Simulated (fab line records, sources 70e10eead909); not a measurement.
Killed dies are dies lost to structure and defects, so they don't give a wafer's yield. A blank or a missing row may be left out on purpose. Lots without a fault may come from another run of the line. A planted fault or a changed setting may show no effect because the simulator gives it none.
A struck lot beside a sound one | flow nand_harc | 14 steps out of a route of 1159
Sound: wafers L961.3, L961.4, L961.5. Struck: wafers L977.2, L977.4, L977.5. The cause comes at the end.
At each step with rows: each side's tool, then ch and its chambers, then its first start. Under that, the readings that differ: sound wafers | struck wafers | difference of the means | sigmas: that difference in standard deviations of wafers without a fault.
alike: readings whose means differ by less than 2 such deviations, and words and numbers that are the same on both sides. not compared: withheld readings, readings that some wafer has no value for, bounds like >300 that may hide the same value, and numbers for which the record gives no deviation and whose values overlap.
The two part at a step that has a row with sigmas, a row that says differs or no value, or rows on one side only. Numbers that don't overlap but have no deviation are shown without sigmas and don't part them. A reading that every wafer of one side lacks parts them only if that side has two wafers or more.

NHARC_P_CONTACT_INSPECT_14:
  sound on defect_inspect-02, day 6 20:54; struck on defect_inspect-02, day 10 14:15
  alike: raw_defect_count
NHARC_P_CONTACT_DESCUM_17: chemistry O2, time 3 s.
  sound on rie_diel-10 ch 1,2,3, day 6 20:58; struck on rie_diel-12 ch 0,3, day 10 14:19
  alike: drypump_motor_current_A, oes_product_au, rf_vpp_V, showerhead_plenum_p_Torr, throttle_valve_pct
  not compared: rf_hours_counter_h
NHARC_P_CONTACT_ETCH_35: etches the open film in CF4, target depth 39 nm, time 65 s.
  sound on rie_diel-10 ch 0,2,3, day 6 21:04; struck on rie_diel-12 ch 0,1,3, day 10 14:28
  alike: drypump_motor_current_A, oes_product_au, rf_vpp_V, showerhead_plenum_p_Torr, throttle_valve_pct
  not compared: rf_hours_counter_h
then, 3 steps without rows for these wafers: NHARC_P_CONTACT_ETCH_36 (etches the open film in N2/H2, target depth 260 nm, time 406.25 s); NHARC_P_CONTACT_ETCH_18 (etches the open film in C4F8/O2/Ar, target depth 481 nm, time 240.5 s); NHARC_P_CONTACT_STRIP_37 (strips in C4F8/O2/Ar).
NHARC_P_CONTACT_ETCH_31: etches the open film in CH3F/O2, target depth 30 nm, time 85.7 s.
  sound on rie_diel-10 ch 2,3; struck on rie_diel-12 ch 0,1,3
  alike: drypump_motor_current_A, oes_product_au, rf_vpp_V, showerhead_plenum_p_Torr, throttle_valve_pct
  not compared: rf_hours_counter_h
NHARC_P_CONTACT_CD_MEAS_19:
  sound on cd_sem-01, day 6 21:52; struck on cd_sem-02, day 10 15:22
  alike: cd_nm
then, 2 steps without rows for these wafers: NHARC_P_CONTACT_STRIP_28 (strips in O2); NHARC_P_CONTACT_STRIP_29 (strips in post etch residue remover, time 1200 s).
NHARC_P_CONTACT_DEGAS_38: time 60 s.
  sound on pvd_sputter-02, day 6 22:37; struck on pvd_sputter-01, day 10 16:04
  alike: heater_power_w
then, 1 step without rows for these wafers: NHARC_P_CONTACT_PRE_CLEAN_39 (time 19.5 s).
NHARC_P_CONTACT_PVD_32: deposits Ti, target thk 5 nm, time 17.7 s.
  sound on pvd_sputter-02, day 6 22:43; struck on pvd_sputter-01, day 10 16:12
  no value came back on the struck wafers for cathode_dc_power_W (W), chamber_pressure_pa (Pa), throttle_valve_pct (%); on the sound wafers cathode_dc_power_W (W) reads 5000.3 5000.1 5000.2
NHARC_P_CONTACT_ALD_22: deposits TiN, target thk 3 nm, pulse time 1 s, ald cycles 150.
  sound on ald_metal-03 ch 0,1,3, day 6 22:53; struck on ald_metal-03 ch 1,2, day 10 16:19
  alike: heater_power_w, precursor_pulse_height_rel

WHERE THEY PART
Only at NHARC_P_CONTACT_PVD_32, within this record. Later steps at which nothing parts them and some readings are alike: NHARC_P_CONTACT_ALD_22.

WHY: what the simulator had put in
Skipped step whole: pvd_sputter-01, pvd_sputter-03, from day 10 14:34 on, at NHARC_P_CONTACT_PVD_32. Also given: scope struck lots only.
